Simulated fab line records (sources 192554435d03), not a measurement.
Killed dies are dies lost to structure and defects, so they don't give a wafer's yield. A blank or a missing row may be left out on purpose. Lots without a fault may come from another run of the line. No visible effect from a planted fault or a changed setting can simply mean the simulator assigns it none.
Matching of chambers + flow n5_finfet + N5_BEOL_M5_STRIP_19 on rie_diel-04 has 4 sister chambers
The step strips in O2. 8 wafers are shown with their chamber, then 9 later ones without.

EACH WAFER AND ITS CHAMBER
| wafer  | chamber | throttle_valve_pct (%) | oes_product_au (a.u.) |
|--------|---------|------------------------|-----------------------|
| L077.4 | 2       | 16.4                   | 0.86                  |
| L081.1 | 2       | 16.4                   | 0.85                  |
| L090.2 | 1       | 16.7                   | 0.73                  |
| L090.3 | 0       | 16.3                   | 0.89                  |
| L090.6 | 3       | 17.4                   | 0.70                  |
| L091.2 | 1       | 16.8                   | 0.72                  |
| L091.3 | 0       | 16.4                   | 0.88                  |
| L091.6 | 3       | 17.4                   | 0.71                  |

WAFERS WITH NO CHAMBER GIVEN
| wafer  | throttle_valve_pct (%) | oes_product_au (a.u.) |
|--------|------------------------|-----------------------|
| L094.1 | 16.8                   | 0.71                  |
| L094.5 | 17.4                   | 0.71                  |
| L094.6 | 16.3                   | 0.89                  |
| L095.1 | 16.8                   | 0.71                  |
| L095.3 | 17.4                   | 0.71                  |
| L095.4 | 16.4                   | 0.82                  |
| L096.1 | 16.4                   | 0.88                  |
| L096.3 | 16.4                   | 0.82                  |
| L096.4 | 17.4                   | 0.71                  |

EACH ONE'S CHAMBER
| wafer  | from the rows above | in truth |
|--------|---------------------|----------|
| L094.1 | 1                   | 1        |
| L094.5 | 3                   | 3        |
| L094.6 | 0                   | 0        |
| L095.1 | 1                   | 1        |
| L095.3 | 3                   | 3        |
| L095.4 | 2                   | 2        |
| L096.1 | 0                   | 0        |
| L096.3 | 2                   | 2        |
| L096.4 | 3                   | 3        |
Placed correctly: 9 of 9. Not placeable from these rows: 0. Wrongly placed: 0.
How it was worked out, from the rows above alone: a wafer's distance from a chamber is the root of the sum, over the readings, of the square of ((its reading less the chamber's mean) divided by the reading's scatter). If the next closest chamber is less than 2 further off than the closest, the wafer can't be placed; otherwise it belongs to the closest. A chamber's mean is the mean of its shown wafers. The scatter: take each reading less its chamber's mean, square it, sum over the shown wafers, divide by the number of wafers less the number of chambers, and take the root.
